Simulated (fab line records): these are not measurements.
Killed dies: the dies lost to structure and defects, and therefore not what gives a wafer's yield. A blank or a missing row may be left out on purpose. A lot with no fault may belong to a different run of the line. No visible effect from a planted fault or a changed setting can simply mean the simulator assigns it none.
Which tool is to blame? + flow n5 finfet + 72 wafers from 24 lots sampled at 6 of the route's 1938 steps

WHAT THE GAUGES SHOWED, per wafer
Not one reading of a measure or inspect step in the record can be checked against a usual standard deviation.

EACH LOT AND THE TOOL THAT RAN IT (in order: tool; ch and the chambers of the sampled wafers; start)
| lot  | N5_GATE_CUT_VAPOR_ETCH_48        | N5_GATE_CUT_CMP_23            | N5_MOL_CONTACT_COAG_ETCH_110      | N5_MOL_CONTACT_COAG_ALD_20          | N5_MOL_CONTACT_COAG_ANNEAL_113   | N5_MOL_CONTACT_COAG_CMP_23   |
|------|----------------------------------|-------------------------------|-----------------------------------|-------------------------------------|----------------------------------|------------------------------|
| L074 | rie metal-03 ch 0, day 4 10:51   | cmp-01 ch 1,2,3, day 4 13:18  | rie diel-05 ch 1,3, day 4 15:05   | ald metal-04 ch 0,1, day 4 15:50    | rtp anneal-01 ch 0, day 4 19:55  | cmp-03 ch 0,1,2, day 4 22:25 |
| L075 | rie metal-02 ch 0,1, day 4 21:22 | cmp-02 ch 0,1, day 4 23:07    | rie diel-04 ch 0,1, day 5 00:51   | ald metal-04 ch 1,3, day 5 01:35    | rtp anneal-02 ch 0, day 5 03:14  | cmp-04 ch 0,3, day 5 05:08   |
| L076 | rie metal-02 ch 1, day 5 02:59   | cmp-02 ch 0,1,2, day 5 04:55  | rie diel-05 ch 2,3, day 5 06:49   | ald metal-01 ch 0,1,3, day 5 08:29  | rtp anneal-02 ch 0, day 5 10:29  | cmp-03 ch 0,1, day 5 12:06   |
| L077 | rie metal-02 ch 0,1, day 5 08:46 | cmp-03 ch 0,1,2, day 5 10:31  | rie diel-04 ch 0,1, day 5 12:22   | ald metal-04 ch 1,2,3, day 5 15:11  | rtp anneal-01 ch 0, day 5 17:21  | cmp-04 ch 0,1,2, day 5 20:22 |
| L078 | rie metal-01 ch 0,1, day 5 15:11 | cmp-03 ch 0,3, day 5 16:56    | rie diel-05 ch 0,2, day 5 18:40   | ald metal-04 ch 0,1,2, day 5 19:53  | rtp anneal-02 ch 0, day 5 21:44  | cmp-03 ch 1,2,3, day 5 23:09 |
| L079 | rie metal-02 ch 0,1, day 5 18:52 | cmp-01 ch 0,1,3, day 5 20:37  | rie diel-05 ch 0,1,2, day 5 22:23 | ald metal-01 ch 0,1,3, day 5 23:07  | rtp anneal-02 ch 0, day 6 00:38  | cmp-04 ch 1,2,3, day 6 02:34 |
| L080 | rie metal-03 ch 0,1, day 6 00:18 | cmp-02 ch 0,1,2, day 6 02:08  | rie diel-04 ch 1,2, day 6 03:47   | ald metal-01 ch 0,2,3, day 6 04:33  | rtp anneal-01 ch 0, day 6 06:28  | cmp-02 ch 1,2, day 6 08:07   |
| L081 | rie metal-03 ch 0,1, day 6 08:34 | cmp-01 ch 0,2,3, day 6 10:28  | rie diel-05 ch 0,1,2, day 6 12:14 | ald metal-04 ch 0,1, day 6 13:04    | rtp anneal-02 ch 0, day 6 15:47  | cmp-03 ch 1,2, day 6 18:59   |
| L082 | rie metal-01 ch 0,1, day 6 13:27 | cmp-01 ch 0,3, day 6 15:12    | rie diel-04 ch 1,2,3, day 6 16:56 | ald metal-03 ch 0,1,2, day 6 18:16  | rtp anneal-02 ch 0, day 6 20:46  | cmp-03 ch 2,3, day 6 23:15   |
| L083 | rie metal-01 ch 0,1, day 6 19:42 | cmp-02 ch 1,2,3, day 6 21:40  | rie diel-04 ch 2,3, day 6 23:29   | ald metal-04 ch 0,1,3, day 7 01:52  | rtp anneal-01 ch 0, day 7 04:17  | cmp-02 ch 2,3, day 7 07:14   |
| L084 | rie metal-01 ch 0,1, day 7 01:16 | cmp-03 ch 1,2,3, day 7 03:24  | rie diel-05 ch 0,1,2, day 7 05:17 | ald metal-04 ch 0,1,3, day 7 06:57  | rtp anneal-02 ch 0, day 7 09:32  | cmp-02 ch 0,1,2, day 7 12:10 |
| L085 | rie metal-03 ch 0,1, day 7 08:20 | cmp-01 ch 0,3, day 7 10:06    | rie diel-05 ch 0,3, day 7 11:58   | ald metal-04 ch 0,1,3, day 7 12:41  | rtp anneal-02 ch 0, day 7 14:29  | cmp-04 ch 0,1,2, day 7 16:25 |
| L086 | rie metal-02 ch 0,1, day 7 16:04 | cmp-03 ch 1,2, day 7 17:51    | rie diel-04 ch 0,1,2, day 7 19:33 | ald metal-01 ch 0,1,2, day 7 20:20  | rtp anneal-02 ch 0, day 7 22:30  | cmp-04 ch 2,3, day 8 01:52   |
| L087 | rie metal-02 ch 0,1, day 7 18:43 | cmp-02 ch 1,2,3, day 7 20:29  | rie diel-05 ch 0,1,3, day 7 22:20 | ald metal-04 ch 0,2,3, day 8 01:08  | rtp anneal-01 ch 0, day 8 03:02  | cmp-02 ch 0,1,3, day 8 06:52 |
| L088 | rie metal-03 ch 0,1, day 8 00:55 | cmp-02 ch 0,1,3, day 8 02:47  | rie diel-06 ch 0,2,3, day 8 04:24 | ald metal-04 ch 0,1,3, day 8 06:30  | rtp anneal-01 ch 0, day 8 08:52  | cmp-02 ch 0,1,3, day 8 09:59 |
| L089 | rie metal-01 ch 0,1, day 8 06:14 | cmp-03 ch 0,1,3, day 8 08:04  | rie diel-06 ch 0,1,2, day 8 09:56 | ald metal-03 ch 0,2, day 8 11:42    | rtp anneal-01 ch 0, day 8 15:17  | cmp-02 ch 0,1,2, day 8 18:23 |
| L090 | rie metal-01 ch 0,1, day 8 11:12 | cmp-03 ch 0,3, day 8 12:58    | rie diel-05 ch 0,2, day 8 15:02   | ald metal-03 ch 1,2, day 8 15:46    | rtp anneal-02 ch 0, day 8 19:13  | cmp-03 ch 0,2, day 8 21:20   |
| L091 | rie metal-02 ch 0,1, day 8 18:02 | cmp-02 ch 0,1, day 8 19:47    | rie diel-06 ch 0,1, day 8 21:32   | ald metal-01 ch 0,1,2, day 8 22:19  | rtp anneal-02 ch 0, day 9 01:49  | cmp-03 ch 0,1,3, day 9 03:31 |
| L092 | rie metal-03 ch 0,1, day 8 22:29 | cmp-02 ch 0,2,3, day 9 00:38  | rie diel-06 ch 0,1,3, day 9 02:37 | ald metal-04 ch 0,1,2, day 9 04:47  | rtp anneal-01 ch 0, day 9 06:42  | cmp-02 ch 1,2,3, day 9 09:25 |
| L093 | rie metal-01 ch 0,1, day 9 09:32 | cmp-03 ch 0,1,3, day 9 11:47  | rie diel-06 ch 0,2,3, day 9 13:46 | ald metal-04 ch 0,1,3, day 9 14:53  | rtp anneal-01 ch 0, day 9 16:41  | cmp-03 ch 0,1,2, day 9 19:01 |
| L094 | rie metal-01 ch 1, day 9 13:26   | cmp-02 ch 0,1,3, day 9 15:19  | rie diel-06 ch 1,2, day 9 17:08   | ald metal-04 ch 0,2, day 9 18:05    | rtp anneal-01 ch 0, day 9 20:29  | cmp-03 ch 0,2,3, day 9 23:17 |
| L095 | rie metal-02 ch 0,1, day 9 19:14 | cmp-03 ch 0,1,2, day 9 21:14  | rie diel-06 ch 0,1,3, day 9 23:28 | ald metal-03 ch 0,1,3, day 10 00:17 | rtp anneal-01 ch 0, day 10 01:56 | cmp-03 ch 2,3, day 10 04:44  |
| L096 | rie metal-01 ch 1, day 10 02:50  | cmp-01 ch 0,3, day 10 04:41   | rie diel-06 ch 0,1, day 10 06:26  | ald metal-04 ch 0,1,2, day 10 07:46 | rtp anneal-02 ch 0, day 10 10:04 | cmp-02 ch 1,3, day 10 11:56  |
| L097 | rie metal-01 ch 0, day 10 05:47  | cmp-01 ch 1,2,3, day 10 07:32 | rie diel-04 ch 1,3, day 10 09:26  | ald metal-04 ch 0,1, day 10 10:12   | rtp anneal-01 ch 0, day 10 12:37 | cmp-03 ch 0,3, day 10 17:02  |
- N5_GATE_CUT_VAPOR_ETCH_48: etches TiN in BCl3/Cl2.
- N5_GATE_CUT_CMP_23: polishes, stops on SiO2, t overpolish 23.4 s, target thk 16 nm.
- N5_MOL_CONTACT_COAG_ETCH_110: etches Si in CF4/O2, target depth 2.5 nm, time 8 s.
- N5_MOL_CONTACT_COAG_ALD_20: deposits TiN, target thk 1.5 nm, pulse time 1 s, purge time 3 s.
- N5_MOL_CONTACT_COAG_ANNEAL_113: time 300 s.
- N5_MOL_CONTACT_COAG_CMP_23: polishes, stops on SiO2, t overpolish 1.5 s, target thk 0 nm.

AS READ BY THE TOOLS THEMSELVES (means over the sampled wafers that have a number; for cases with no such wafer, the mark the record gives instead)
N5_GATE_CUT_VAPOR_ETCH_48.
| lot  | tool         | drypump motor current A (A) | oes product au (a.u.) |
|------|--------------|-----------------------------|-----------------------|
| L074 | rie metal-03 | 5.8                         | 0.69                  |
| L075 | rie metal-02 | 6.2                         | 0.74                  |
| L076 | rie metal-02 | 5.5                         | 0.96                  |
| L077 | rie metal-02 | 6.2                         | 0.74                  |
| L078 | rie metal-01 | 5.5                         | 0.81                  |
| L079 | rie metal-02 | 5.9                         | 0.83                  |
| L080 | rie metal-03 | 5.1                         | 0.86                  |
| L081 | rie metal-03 | 5.5                         | 0.77                  |
| L082 | rie metal-01 | 5.9                         | 0.78                  |
| L083 | rie metal-01 | 5.5                         | 0.80                  |
| L084 | rie metal-01 | 5.5                         | 0.79                  |
| L085 | rie metal-03 | 5.5                         | 0.76                  |
| L086 | rie metal-02 | 6.2                         | 0.72                  |
| L087 | rie metal-02 | 6.2                         | 0.72                  |
| L088 | rie metal-03 | 5.5                         | 0.75                  |
| L089 | rie metal-01 | 5.9                         | 0.77                  |
| L090 | rie metal-01 | 5.5                         | 0.79                  |
| L091 | rie metal-02 | 5.9                         | 0.81                  |
| L092 | rie metal-03 | 5.2                         | 0.83                  |
| L093 | rie metal-01 | 5.5                         | 0.78                  |
| L094 | rie metal-01 | 6.2                         | 0.74                  |
| L095 | rie metal-02 | 5.9                         | 0.80                  |
| L096 | rie metal-01 | 6.2                         | 0.74                  |
| L097 | rie metal-01 | 5.2                         | 0.80                  |

N5_GATE_CUT_CMP_23.
| lot  | tool   | motor current A (A) | overpolish run s (s) | platen rpm (rpm) | slurry filter dp kPa (kPa) | time to endpoint s (s) |
|------|--------|---------------------|----------------------|------------------|----------------------------|------------------------|
| L074 | cmp-01 | 8.5                 | 23.396               | 51.78            | 13.52                      | 21                     |
| L075 | cmp-02 | 9.3                 | 23.395               | 51.77            | 13.45                      | 19                     |
| L076 | cmp-02 | 9.6                 | 23.404               | 51.82            | 13.47                      | 19                     |
| L077 | cmp-03 | 9.8                 | 23.400               | 51.81            | 13.48                      | 16                     |
| L078 | cmp-03 | 10.1                | 23.390               | 51.77            | 13.52                      | 21                     |
| L079 | cmp-01 | 9.5                 | 23.401               | 51.79            | 13.50                      | 18                     |
| L080 | cmp-02 | 9.8                 | 23.397               | 51.81            | 13.53                      | 18                     |
| L081 | cmp-01 | 9.1                 | 23.399               | 51.80            | 13.66                      | 18                     |
| L082 | cmp-01 | 10.3                | 23.400               | 51.84            | 13.51                      | 17                     |
| L083 | cmp-02 | 9.4                 | 23.399               | 51.80            | 13.52                      | 17                     |
| L084 | cmp-03 | 10.5                | 23.390               | 51.78            | 13.60                      | 18                     |
| L085 | cmp-01 | 9.3                 | 23.400               | 51.77            | 13.52                      | 20                     |
| L086 | cmp-03 | 10.5                | 23.397               | 51.80            | 13.44                      | 17                     |
| L087 | cmp-02 | 9.3                 | 23.400               | 51.78            | 13.56                      | 18                     |
| L088 | cmp-02 | 9.2                 | 23.403               | 51.80            | 13.34                      | 19                     |
| L089 | cmp-03 | 9.9                 | 23.407               | 51.81            | 13.46                      | 19                     |
| L090 | cmp-03 | 9.4                 | 23.404               | 51.79            | 13.70                      | 16                     |
| L091 | cmp-02 | 9.4                 | 23.404               | 51.82            | 13.56                      | 21                     |
| L092 | cmp-02 | 9.3                 | 23.405               | 51.82            | 13.33                      | 19                     |
| L093 | cmp-03 | 10.1                | 23.398               | 51.80            | 13.44                      | 21                     |
| L094 | cmp-02 | 9.2                 | 23.406               | 51.76            | 13.43                      | 18                     |
| L095 | cmp-03 | 10.0                | 23.401               | 51.81            | 13.57                      | 19                     |
| L096 | cmp-01 | 9.2                 | 23.397               | 51.79            | 13.62                      | 18                     |
| L097 | cmp-01 | 8.4                 | 23.396               | 51.77            | 13.37                      | 21                     |

N5_MOL_CONTACT_COAG_ETCH_110.
| lot  | tool        | O2_flow_sccm (sccm) | drypump motor current A (A) | oes product au (a.u.) | rf vpp V (V) | showerhead plenum p Torr (Torr) | throttle valve pct (%) |
|------|-------------|---------------------|-----------------------------|-----------------------|--------------|---------------------------------|------------------------|
| L074 | rie diel-05 | 9.983               | 5.3                         | 0.71                  | 127          | 2.24                            | 11.05                  |
| L075 | rie diel-04 | 9.981               | 5.6                         | 0.71                  | 123          | 2.22                            | 11.02                  |
| L076 | rie diel-05 | 9.982               | 6.1                         | 0.80                  | 117          | 2.28                            | 10.73                  |
| L077 | rie diel-04 | 10.002              | 5.4                         | 0.71                  | 124          | 2.25                            | 11.08                  |
| L078 | rie diel-05 | 9.992               | 6.3                         | 0.83                  | 122          | 2.34                            | 10.64                  |
| L079 | rie diel-05 | 9.987               | 5.9                         | 0.78                  | 127          | 2.32                            | 10.82                  |
| L080 | rie diel-04 | 9.999               | 4.9                         | 0.69                  | 129          | 2.29                            | 11.12                  |
| L081 | rie diel-05 | 10.009              | 5.9                         | 0.78                  | 126          | 2.32                            | 10.84                  |
| L082 | rie diel-04 | 10.006              | 5.1                         | 0.69                  | 127          | 2.25                            | 11.12                  |
| L083 | rie diel-04 | 10.001              | 5.0                         | 0.68                  | 130          | 2.25                            | 11.13                  |
| L084 | rie diel-05 | 9.973               | 5.8                         | 0.78                  | 126          | 2.32                            | 10.85                  |
| L085 | rie diel-05 | 10.015              | 5.8                         | 0.90                  | 122          | 2.34                            | 10.49                  |
| L086 | rie diel-04 | 9.978               | 5.3                         | 0.78                  | 127          | 2.25                            | 10.89                  |
| L087 | rie diel-05 | 9.985               | 5.6                         | 0.80                  | 126          | 2.32                            | 10.77                  |
| L088 | rie diel-06 | 9.992               | 5.9                         | 0.77                  | 133          | 2.25                            | 10.71                  |
| L089 | rie diel-06 | 10.008              | 6.0                         | 0.74                  | 133          | 2.25                            | 10.70                  |
| L090 | rie diel-05 | 9.980               | 6.2                         | 0.78                  | 126          | 2.32                            | 10.75                  |
| L091 | rie diel-06 | 10.002              | 6.0                         | 0.69                  | 136          | 2.22                            | 10.87                  |
| L092 | rie diel-06 | 10.020              | 5.9                         | 0.72                  | 135          | 2.22                            | 10.89                  |
| L093 | rie diel-06 | 10.007              | 5.9                         | 0.75                  | 133          | 2.25                            | 10.74                  |
| L094 | rie diel-06 | 10.005              | 6.1                         | 0.73                  | 129          | 2.26                            | 10.66                  |
| L095 | rie diel-06 | 9.960               | 5.9                         | 0.71                  | 135          | 2.22                            | 10.91                  |
| L096 | rie diel-06 | 9.983               | 6.0                         | 0.68                  | 135          | 2.22                            | 10.90                  |
| L097 | rie diel-04 | 10.009              | 5.3                         | 0.84                  | 127          | 2.21                            | 10.68                  |

N5_MOL_CONTACT_COAG_ALD_20.
| lot  | tool         | heater power w (W) | precursor pulse height rel | susceptor temp C (C) |
|------|--------------|--------------------|----------------------------|----------------------|
| L074 | ald metal-04 | 885                | 1.006                      | 399.90               |
| L075 | ald metal-04 | 935                | 0.985                      | 399.98               |
| L076 | ald metal-01 | 886                | 1.004                      | 400.16               |
| L077 | ald metal-04 | 856                | 1.007                      | 399.94               |
| L078 | ald metal-04 | 803                | 1.013                      | 399.79               |
| L079 | ald metal-01 | 894                | 0.961                      | 399.92               |
| L080 | ald metal-01 | 850                | 1.006                      | 400.03               |
| L081 | ald metal-04 | 790                | 1.003                      | 400.21               |
| L082 | ald metal-03 | 919                | 1.010                      | 399.89               |
| L083 | ald metal-04 | 853                | 0.992                      | 400.04               |
| L084 | ald metal-04 | 833                | 1.016                      | 400.21               |
| L085 | ald metal-04 | 839                | 0.996                      | 399.78               |
| L086 | ald metal-01 | 911                | 1.002                      | 399.92               |
| L087 | ald metal-04 | 760                | 1.021                      | 399.93               |
| L088 | ald metal-04 | 844                | 1.015                      | 400.10               |
| L089 | ald metal-03 | 903                | 0.990                      | 400.04               |
| L090 | ald metal-03 | 917                | 1.009                      | 399.83               |
| L091 | ald metal-01 | 903                | 0.999                      | 400.17               |
| L092 | ald metal-04 | 809                | 0.978                      | 399.96               |
| L093 | ald metal-04 | 846                | 1.011                      | 400.01               |
| L094 | ald metal-04 | 707                | 1.005                      | 399.82               |
| L095 | ald metal-03 | 916                | 1.012                      | 399.76               |
| L096 | ald metal-04 | 806                | 1.011                      | 399.93               |
| L097 | ald metal-04 | 777                | 1.005                      | 400.03               |

N5_MOL_CONTACT_COAG_ANNEAL_113.
| lot  | tool          | lamp power pct (%) | wafer_temp_C_max |
|------|---------------|--------------------|------------------|
| L074 | rtp anneal-01 | 2.56               | 401.7            |
| L075 | rtp anneal-02 | 2.91               | 402.1            |
| L076 | rtp anneal-02 | 2.90               | 401.9            |
| L077 | rtp anneal-01 | 2.56               | 401.9            |
| L078 | rtp anneal-02 | 2.91               | 402.1            |
| L079 | rtp anneal-02 | 2.91               | 401.8            |
| L080 | rtp anneal-01 | 2.56               | 401.5            |
| L081 | rtp anneal-02 | 2.90               | 402.0            |
| L082 | rtp anneal-02 | 2.91               | 401.7            |
| L083 | rtp anneal-01 | 2.56               | 401.7            |
| L084 | rtp anneal-02 | 2.91               | 401.9            |
| L085 | rtp anneal-02 | 2.90               | 401.9            |
| L086 | rtp anneal-02 | 2.91               | 401.7            |
| L087 | rtp anneal-01 | 2.56               | 401.7            |
| L088 | rtp anneal-01 | 2.56               | 401.7            |
| L089 | rtp anneal-01 | 2.56               | 401.8            |
| L090 | rtp anneal-02 | 2.91               | 402.1            |
| L091 | rtp anneal-02 | 2.91               | 401.9            |
| L092 | rtp anneal-01 | 2.56               | 402.1            |
| L093 | rtp anneal-01 | 2.56               | 402.1            |
| L094 | rtp anneal-01 | 2.56               | 401.2            |
| L095 | rtp anneal-01 | 2.56               | 401.9            |
| L096 | rtp anneal-02 | 2.91               | 401.8            |
| L097 | rtp anneal-01 | 2.56               | 401.9            |

N5_MOL_CONTACT_COAG_CMP_23.
| lot  | tool   | motor current A (A) | overpolish run s (s) | platen rpm (rpm) | slurry filter dp kPa (kPa) | time to endpoint s (s) |
|------|--------|---------------------|----------------------|------------------|----------------------------|------------------------|
| L074 | cmp-03 | 8.7                 | 1.490                | 50.31            | 13.43                      | 6                      |
| L075 | cmp-04 | 8.3                 | 1.509                | 50.26            | 13.43                      | 10                     |
| L076 | cmp-03 | 9.0                 | 1.501                | 50.26            | 13.60                      | 6                      |
| L077 | cmp-04 | 8.1                 | 1.502                | 50.30            | 13.48                      | 10                     |
| L078 | cmp-03 | 9.3                 | 1.505                | 50.30            | 13.42                      | 11                     |
| L079 | cmp-04 | 8.1                 | 1.497                | 50.29            | 13.39                      | 12                     |
| L080 | cmp-02 | 8.7                 | 1.495                | 50.30            | 13.53                      | 13                     |
| L081 | cmp-03 | 9.1                 | 1.496                | 50.30            | 13.58                      | 10                     |
| L082 | cmp-03 | 9.3                 | 1.501                | 50.27            | 13.48                      | 8                      |
| L083 | cmp-02 | 8.1                 | 1.498                | 50.29            | 13.42                      | 7                      |
| L084 | cmp-02 | 8.6                 | 1.508                | 50.28            | 13.47                      | 9                      |
| L085 | cmp-04 | 8.3                 | 1.506                | 50.29            | 13.55                      | 13                     |
| L086 | cmp-04 | 8.1                 | 1.507                | 50.28            | 13.45                      | 12                     |
| L087 | cmp-02 | 8.4                 | 1.498                | 50.29            | 13.40                      | 11                     |
| L088 | cmp-02 | 8.1                 | 1.499                | 50.29            | 13.54                      | 10                     |
| L089 | cmp-02 | 8.9                 | 1.505                | 50.27            | 13.49                      | 9                      |
| L090 | cmp-03 | 8.9                 | 1.494                | 50.29            | 13.44                      | 6                      |
| L091 | cmp-03 | 9.0                 | 1.496                | 50.26            | 13.46                      | 12                     |
| L092 | cmp-02 | 8.2                 | 1.497                | 50.29            | 13.60                      | 8                      |
| L093 | cmp-03 | 8.7                 | 1.498                | 50.27            | 13.37                      | 5                      |
| L094 | cmp-03 | 9.0                 | 1.503                | 50.27            | 13.50                      | 7                      |
| L095 | cmp-03 | 9.2                 | 1.507                | 50.30            | 13.46                      | 8                      |
| L096 | cmp-02 | 8.0                 | 1.500                | 50.26            | 13.51                      | 10                     |
| L097 | cmp-03 | 9.1                 | 1.497                | 50.28            | 13.65                      | 10                     |

THE ANSWER, worked out from the rows above alone
Rule: the usual values come from the lots themselves. Put in order of their means at a reading, lots are off if they are a third of the lots or fewer, leave a main group of 4 or more, and stand apart from it by a gap of 3 or more times the standard deviation of the main group's means; of several such gaps the widest counts. A main group whose means are all the same, to the digits that the tables above print for the reading, isn't used. A lot without any number at a reading at which 4 lots or more have one is off too. The other lots that the step has rows for count as sound. After the gauges, taken in route order, come the tools' own readings; for these a lot's mean is taken, as printed above. The first step at which some lot is off is used, and at that step the reading that is off furthest; a lot without a number counts as furthest.
Across all readings shown, no lot is off: no conclusion can be drawn from this.

WHAT WAS PUT IN BY THE SIMULATOR
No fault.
